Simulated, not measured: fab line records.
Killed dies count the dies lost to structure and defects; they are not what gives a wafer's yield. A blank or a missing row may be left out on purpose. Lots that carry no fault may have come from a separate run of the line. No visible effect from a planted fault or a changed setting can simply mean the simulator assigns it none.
The same fault as seen by 3 desks || flow n5_finfet || each desk holds nothing but its own numbers, with what lay behind them at the end

## FOR THE TOOL OWNER'S DESK: rie_diel-05
The tool's own readings at N5_BEOL_M0_SAQP_CUT_ETCH_46 (etches SOC in N2/H2, target depth 135 nm, overetch 27 nm, time 202.5 s): means of the sampled wafers that have a number, for each lot that ran on this tool. A lot is out of limits, marked OUT, if its mean lies more than 4 standard deviations from the usual mean; the brackets give that distance.
Columns: A = drypump_motor_current_A at N5_BEOL_M0_SAQP_CUT_ETCH_46, usual 5.6 A; B = rf_vpp_V at N5_BEOL_M0_SAQP_CUT_ETCH_46, usual 524.0 V; C = showerhead_plenum_p_Torr at N5_BEOL_M0_SAQP_CUT_ETCH_46, usual 2.54 Torr; D = throttle_valve_pct at N5_BEOL_M0_SAQP_CUT_ETCH_46, usual 17.66 %
{"lot": "L617", "first seen here": "day 5 19:05", "A": 5.8, "B": 523.8, "C": 2.53, "D": 17.58}
{"lot": "L633", "first seen here": "day 9 18:58", "A": 5.6, "B": 523.8, "C": 2.50, "D": 17.84}
{"lot": "L634", "first seen here": "day 10 03:06", "A": 5.8, "B": 522.7, "C": 2.51, "D": 17.77}
Result from this desk: across the 3 lots, nothing is out of limits.

## AT THE METROLOGY DESK
What the gauges read, lot by lot, whatever tool the lot ran on: means of the sampled wafers that have a number. A lot is out of limits, marked OUT, if its mean lies more than 4 standard deviations from the usual mean; the brackets give that distance. 7 of its 12 readings are shown, namely those furthest out on some lot.
Columns: A = cd_nm at N5_BEOL_M0_SAQP_CD_MEAS_40, usual 29.95 nm; B = M0_CUT1_OVL at N5_BEOL_M0_SAQP_OVL_MEAS_41, usual -0.3 nm; C = DIBL_N at N5_BEOL_M4_RC_MEAS_101, usual 35.8 mV/V; D = DIBL_P at N5_BEOL_M4_RC_MEAS_101, usual 35.6 mV/V; E = IOFF_P at N5_BEOL_M4_RC_MEAS_101, usual 0.20 nA/um; F = SS_N at N5_BEOL_M4_RC_MEAS_101, usual 71.4 mV/dec; G = VT_P at N5_BEOL_M4_RC_MEAS_101, usual -251 mV
{"lot": "L617", "first seen here": "day 5 18:49", "A": 30.04, "B": -0.6, "C": 36.3, "D": 37.1, "E": 0.24, "F": 71.8, "G": -247}
{"lot": "L630", "first seen here": "day 9 00:47", "A": 29.90, "B": 0.0, "C": 33.5, "D": 34.6, "E": 0.19, "F": 71.1, "G": -252}
{"lot": "L633", "first seen here": "day 9 18:26", "A": 29.99, "B": 0.1, "C": 36.2, "D": 34.7, "E": 0.19, "F": 71.2, "G": -253}
{"lot": "L634", "first seen here": "day 10 02:54", "A": 29.80, "B": -0.3, "C": 35.8, "D": 35.8, "E": 0.20, "F": 71.5, "G": -250}
{"lot": "L638", "first seen here": "day 11 07:59", "A": 30.27, "B": -0.2, "C": 38.0, "D": 37.8, "E": 0.23, "F": 72.2, "G": -248}
{"lot": "L639", "first seen here": "day 11 11:26", "A": 30.17, "B": 0.4, "C": 34.4, "D": 33.0, "E": 0.17, "F": 71.1, "G": -252}
Result from this desk: across the 6 lots, nothing is out of limits.

## THE DEFECT DESK
Inspection counts along the route, by lot: the mean over sampled wafers that carry a number. A lot is out of limits, marked OUT, if its mean lies more than 4 standard deviations from the usual mean; the brackets give that distance.
Columns: A = raw_defect_count at N5_BEOL_M0_SAQP_INSPECT_42, usual 289
{"lot": "L617", "first seen here": "day 5 18:55", "A": 434}
{"lot": "L630", "first seen here": "day 9 00:53", "A": 428}
{"lot": "L633", "first seen here": "day 9 18:31", "A": 288}
{"lot": "L634", "first seen here": "day 10 02:59", "A": 342}
{"lot": "L638", "first seen here": "day 11 08:04", "A": 256}
{"lot": "L639", "first seen here": "day 11 11:32", "A": 238}
Result from this desk: across the 6 lots, nothing is out of limits.

## PUT TOGETHER
The desk of the tool owner found nothing out of limits.
Metrology desk: nothing out of limits seen.
Nothing the defect desk looked at was out of limits.

## WHAT WAS PUT IN BY THE SIMULATOR
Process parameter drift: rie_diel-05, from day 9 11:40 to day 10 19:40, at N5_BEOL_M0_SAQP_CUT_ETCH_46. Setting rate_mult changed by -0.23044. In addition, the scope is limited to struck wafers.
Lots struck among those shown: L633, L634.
